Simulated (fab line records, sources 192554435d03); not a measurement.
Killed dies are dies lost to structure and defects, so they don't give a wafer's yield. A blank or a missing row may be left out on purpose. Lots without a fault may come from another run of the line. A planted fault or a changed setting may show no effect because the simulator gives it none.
Which tool did it? | flow n5_finfet | 24 lots, 72 wafers sampled, at 1 step of a route of 1938

WHAT THE GAUGES READ, wafer by wafer
N5_BEOL_M4_INSPECT_13: inspects for defects (brightfield). Usual: raw_defect_count 406, standard deviation 98.
lot  | measured     | on                | raw_defect_count | flag
L074 | day 7 12:23  | defect_inspect-02 | 369 367 322      |
L076 | day 7 14:55  | defect_inspect-02 | 397 344 431      |
L075 | day 8 00:07  | defect_inspect-02 | 326 323 333      |
L077 | day 8 02:26  | defect_inspect-02 | 371 335 655      |
L078 | day 8 08:00  | defect_inspect-02 | 506 369 490      |
L079 | day 8 23:26  | defect_inspect-02 | 500 417 371      |
L081 | day 9 08:01  | defect_inspect-02 | 335 325 376      |
L082 | day 9 13:34  | defect_inspect-01 | 451 536 480      |
L080 | day 9 13:49  | defect_inspect-02 | 405 557 329      |
L083 | day 9 18:24  | defect_inspect-02 | 467 383 282      |
L084 | day 9 21:34  | defect_inspect-02 | 346 427 485      |
L085 | day 10 10:20 | defect_inspect-02 | 388 317 442      |
L086 | day 11 01:02 | defect_inspect-02 | 374 295 301      |
L087 | day 11 04:09 | defect_inspect-01 | 377 427 375      |
L088 | day 11 10:49 | defect_inspect-02 | 406 353 345      |
L090 | day 11 18:36 | defect_inspect-02 | 316 393 432      |
L089 | day 11 19:31 | defect_inspect-02 | 267 290 256      |
L091 | day 12 00:45 | defect_inspect-02 | 664 545 564      |
L092 | day 12 08:00 | defect_inspect-02 | 484 513 527      |
L094 | day 12 12:32 | defect_inspect-01 | 319 337 328      |
L093 | day 12 12:35 | defect_inspect-02 | 317 545 457      |
L095 | day 12 18:13 | defect_inspect-02 | 280 353 281      |
L096 | day 13 06:49 | defect_inspect-01 | 595 542 372      |
L097 | day 13 17:20 | defect_inspect-01 | 259 226 423      |

WHICH TOOL RAN EACH LOT (tool, then ch and the chambers of the sampled wafers, then the start)
The record holds no process step before these readings.

WHAT THE TOOLS THEMSELVES READ (means of the sampled wafers that have a number; where no wafer has one, the mark that the record gives instead)
The record holds no such reading with a usual standard deviation.

THE ANSWER, worked out from the rows above alone
Rule: a lot is off if the mean of its wafers that have a number lies more than 3 standard deviations from the usual mean. A lot without any number at a reading at which 4 lots or more have one is off too. The other lots that the step has rows for count as sound. The gauges are gone through in route order, then the tools' own readings, and for those a lot's mean is taken as printed above. The first step at which some lot is off is used, and at that step the reading that is off furthest; a lot without a number counts as furthest.
No lot is off at any reading shown: from this, nothing can be told.

WHAT THE SIMULATOR HAD PUT IN
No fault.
